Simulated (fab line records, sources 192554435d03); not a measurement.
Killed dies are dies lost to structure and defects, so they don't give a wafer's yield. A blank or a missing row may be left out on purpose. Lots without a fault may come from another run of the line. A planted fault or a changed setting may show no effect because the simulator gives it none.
Problem report in the 8D (eight disciplines) form, filled by code | flow n5_finfet | the parts of the form that need people (team, actions taken, sign-off) are left out

1. THE PROBLEM
V11_OVL at N5_BEOL_M12_OVL_MEAS_11 reads a mean of 37 nm on 11 wafers of 4 lots; wafers without a fault read -1 nm with a standard deviation of 6.1. That is +6.2 standard deviations from the usual mean.
First seen on wafer L210.4, day 18 01:03, on overlay-01. The record holds 26 wafers of 9 lots with a number at this step. Rule for "out", or "out of limits": more than 4 standard deviations from the usual mean. The other wafers with a number count as sound.

2. WHAT IT IS AND WHAT IT IS NOT
question                    | is                     | is not
which readings at this step | V11_OVL                | -
which lots                  | L206, L210, L212, L213 | L196, L197, L198, L200, L203
which wafers of those lots  | all that have a number | -
read on which gauges        | overlay-01, overlay-02 | -
when                        | from day 18 01:03      | up to then (15 sound wafers)

3. SUSPECTS, AND WHAT RULES EACH OUT
Counting: a tool at a process step up to the reading stays a suspect if it ran every lot that is out and no sound lot after the first of them.
- the gauge at N5_BEOL_M12_OVL_MEAS_11: ruled out. The wafers that are out were read on 2 gauges (overlay-01, overlay-02).
- krf_scanner-02 at N5_BEOL_M12_EXPOSE_07 (exposes mask V11): kept. It ran every lot that is out, first L210 (day 18 00:52), and no sound lot after that; its last sound lot up to then is L203 (day 15 19:59).
Left after counting: krf_scanner-02 at N5_BEOL_M12_EXPOSE_07.

4. THE CAUSE (what the simulator had put in)
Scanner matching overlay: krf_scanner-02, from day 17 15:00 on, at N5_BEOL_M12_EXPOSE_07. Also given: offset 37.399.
Counting left only this tool.

5. THE CHAIN OF EFFECTS, in route order
Each row: a reading whose mean over the struck wafers that have a number lies more than 3 standard deviations from the usual. Only readings for which the record gives a usual standard deviation are gone through. hours: the time from each lot's start at the first step in this table that gives one to its start at this step, as a median over the lots. sigmas: the change in usual standard deviations.
hours | step                    | reading              | usual  | on struck wafers | change | sigmas
0     | N5_BEOL_M12_OVL_MEAS_11 | V11_OVL              | -1 nm  | 37               | +38    | +6.2
58    | N5_PASSIVATION_PROBE_49 | defect_limited_yield | 91.2 % | 33.4             | -57.8  | -39
58    | N5_PASSIVATION_PROBE_49 | killed_at_M4_up      | 14     | 702              | +688   | +99 or more
58    | N5_PASSIVATION_PROBE_49 | killed_dies          | 104    | 786              | +682   | +38
58    | N5_PASSIVATION_PROBE_49 | killed_on_rim        | 14     | 102              | +88    | +22
58    | N5_PASSIVATION_PROBE_49 | sort_bin_5_function  | 5.2 %  | 34.1             | +28.9  | +29
58    | N5_PASSIVATION_PROBE_49 | sort_n_pass          | 1076   | 394              | -682   | -38
58    | N5_PASSIVATION_PROBE_49 | sort_yield_pct       | 91.2 % | 33.4             | -57.8  | -39
The process steps in it:
- N5_PASSIVATION_PROBE_49

6. WHAT WOULD HAVE CAUGHT IT SOONER
In this record the first reading out of limits at a measuring or inspecting step was taken at day 18 01:03, 10 hours after the fault began at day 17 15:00.
Of the lots that are out (4), L212, L213 began N5_BEOL_M12_EXPOSE_07 on krf_scanner-02 after day 18 01:03. A hold on the tool at that time would have spared those 2.
